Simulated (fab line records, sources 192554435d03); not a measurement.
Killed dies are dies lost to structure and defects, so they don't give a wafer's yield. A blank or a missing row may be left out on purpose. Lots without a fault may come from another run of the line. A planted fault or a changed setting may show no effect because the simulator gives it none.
Chamber matching | flow n5_finfet | N5_SDB_HM_DEP_00 on pecvd-02: 3 sister chambers
The step deposits SiNx from SiH4/NH3/N2, target thk 40 nm, time 35.3 s. 6 wafers are shown with their chamber, then 8 later ones without.

WAFERS WITH THEIR CHAMBER
wafer  | chamber | throttle_valve_pct (%) | showerhead_plenum_p_Torr (Torr)
L078.5 | 2       | 38.7                   | 5.08
L088.3 | 1       | 40.8                   | 5.13
L088.6 | 1       | 40.8                   | 5.14
L090.5 | 0       | 43.4                   | 5.10
L090.6 | 2       | 38.7                   | 5.10
L091.2 | 0       | 43.5                   | 5.10

WAFERS WITHOUT THEIR CHAMBER
wafer  | throttle_valve_pct (%) | showerhead_plenum_p_Torr (Torr)
L091.3 | 41.1                   | 5.15
L091.5 | 38.7                   | 5.09
L094.2 | 40.9                   | 5.15
L094.4 | 41.1                   | 5.15
L094.6 | 38.9                   | 5.10
L095.1 | 41.2                   | 5.15
L095.3 | 38.8                   | 5.10
L095.5 | 43.6                   | 5.10

WHICH CHAMBER EACH WENT THROUGH
wafer  | from the rows above | in truth
L091.3 | 1                   | 1
L091.5 | 2                   | 2
L094.2 | 1                   | 1
L094.4 | 1                   | 1
L094.6 | 2                   | 2
L095.1 | 1                   | 1
L095.3 | 2                   | 2
L095.5 | 0                   | 0
Placed correctly: 8 of 8. Can't be placed from these rows: 0. Placed wrongly: 0.
How it was worked out, from the rows above alone: a wafer's distance from a chamber is the root of the sum, over the readings, of the square of ((its reading less the chamber's mean) divided by the reading's scatter). The wafer belongs to the nearest chamber; if the next one is less than 2 further off, it can't be placed. A chamber's mean is the mean of its shown wafers. The scatter: the root of (the sum of the squares of (reading less its chamber's mean) over the shown wafers, divided by (wafers less chambers)).
